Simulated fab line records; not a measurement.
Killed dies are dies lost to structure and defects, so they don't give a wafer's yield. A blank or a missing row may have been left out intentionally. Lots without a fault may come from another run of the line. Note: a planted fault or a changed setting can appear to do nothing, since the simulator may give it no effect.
What tool caused it? + flow n5 finfet + 36 wafers from 12 lots sampled at 5 of the route's 1938 steps

WHAT THE GAUGES READ, wafer by wafer
N5_BEOL_M4_INSPECT_13: inspects for defects (brightfield).
| lot  | measured     | on                | raw defect count |
|------|--------------|-------------------|------------------|
| L075 | day 7 14:13  | defect inspect-01 | 614 508 386      |
| L076 | day 8 03:51  | defect inspect-01 | 337 441 504      |
| L079 | day 9 01:26  | defect inspect-01 | 395 431 463      |
| L082 | day 9 15:38  | defect inspect-02 | 296 257 401      |
| L083 | day 10 06:38 | defect inspect-01 | 347 401 465      |
| L085 | day 10 13:06 | defect inspect-02 | 577 384 452      |
| L087 | day 10 20:39 | defect inspect-01 | 550 476 489      |
| L089 | day 11 05:47 | defect inspect-02 | 520 333 347      |
| L092 | day 11 23:28 | defect inspect-02 | 536 613 515      |
| L093 | day 12 10:53 | defect inspect-01 | 454 441 511      |
| L095 | day 13 03:52 | defect inspect-01 | 419 472 534      |
| L097 | day 13 21:47 | defect inspect-01 | 443 244 348      |

WHAT TOOL EACH LOT RAN ON (gives the tool, then ch and the chambers of the sampled wafers, and finally the start)
| lot  | N5_BEOL_M3_DESCUM_33               | N5_BEOL_M3_TRENCH_ETCH_37                     | N5_BEOL_M3_ANNEAL_82         | N5_BEOL_M3_ANNEAL_87         |
|------|------------------------------------|-----------------------------------------------|------------------------------|------------------------------|
| L075 | rie diel-01 ch 0,1,2, day 7 07:59  | rie diel-01 ch 0,1,3, day 7 10:44 or earlier  | pvd sputter-02, day 7 10:44  | pvd sputter-02, day 7 10:57  |
| L076 | rie diel-05 ch 1,3, day 7 15:15    | rie diel-06 ch 0,3, day 7 23:55 or earlier    | pvd sputter-03, day 7 23:55  | pvd sputter-03, day 8 00:08  |
| L079 | rie diel-05 ch 0,2, day 8 11:43    | rie diel-01 ch 1,2, day 8 21:42 or earlier    | pvd sputter-02, day 8 21:42  | pvd sputter-02, day 8 21:55  |
| L082 | rie diel-05 ch 0,1,3, day 9 07:32  | rie diel-05 ch 1,2,3, day 9 11:13 or earlier  | pvd sputter-01, day 9 11:13  | pvd sputter-01, day 9 11:26  |
| L083 | rie diel-05 ch 1,2,3, day 9 14:43  | rie diel-01 ch 0,1,3, day 10 01:49 or earlier | pvd sputter-01, day 10 01:49 | pvd sputter-01, day 10 02:02 |
| L085 | rie diel-05 ch 1,3, day 9 17:28    | rie diel-05 ch 2,3, day 10 08:04 or earlier   | pvd sputter-01, day 10 08:04 | pvd sputter-01, day 10 08:17 |
| L087 | rie diel-06 ch 0,3, day 10 04:49   | rie diel-01 ch 0,2, day 10 16:32 or earlier   | pvd sputter-01, day 10 16:32 | pvd sputter-01, day 10 16:45 |
| L089 | rie diel-05 ch 0,2,3, day 10 16:16 | rie diel-06 ch 1,2,3, day 11 01:37 or earlier | pvd sputter-03, day 11 01:37 | pvd sputter-03, day 11 01:50 |
| L092 | rie diel-06 ch 0,1,3, day 11 13:15 | rie diel-01 ch 0,2,3, day 11 19:04 or earlier | pvd sputter-01, day 11 19:04 | pvd sputter-01, day 11 19:17 |
| L093 | rie diel-05 ch 0,3, day 11 19:58   | rie diel-01 ch 1,3, day 12 07:34 or earlier   | pvd sputter-01, day 12 07:34 | pvd sputter-01, day 12 07:47 |
| L095 | rie diel-06 ch 0,1,3, day 12 19:44 | rie diel-06 ch 1,3, day 12 23:28 or earlier   | pvd sputter-02, day 12 23:28 | pvd sputter-02, day 12 23:41 |
| L097 | rie diel-01 ch 0,1,2, day 13 06:40 | rie diel-06 ch 0,1,2, day 13 16:41 or earlier | pvd sputter-02, day 13 16:41 | pvd sputter-02, day 13 16:54 |
- N5_BEOL_M3_DESCUM_33: chemistry O2, time 7 s.
- N5_BEOL_M3_TRENCH_ETCH_37: etches SiOC in C4F6/O2, target depth 55.555 nm, time 29.2 s.
- N5_BEOL_M3_ANNEAL_82: time 240 s.
- N5_BEOL_M3_ANNEAL_87: time 240 s.

THE ANSWER, worked out from the rows above alone
Rule: the lots themselves supply what counts as usual. Put in order of their means at a reading, lots are off if they are a third of the lots or fewer, leave a main group of 4 or more, and stand apart from it by a gap of 3 or more times the standard deviation of the main group's means; of several such gaps the widest counts. A main group is skipped when, at the precision printed for the reading in the tables above, its means are all equal. Also off: a lot with no number at a reading for which 4 or more lots have one. The other lots that the step has rows for count as sound.
No lot is off at any reading shown: from this, nothing can be told.

WHAT WAS PUT IN BY THE SIMULATOR
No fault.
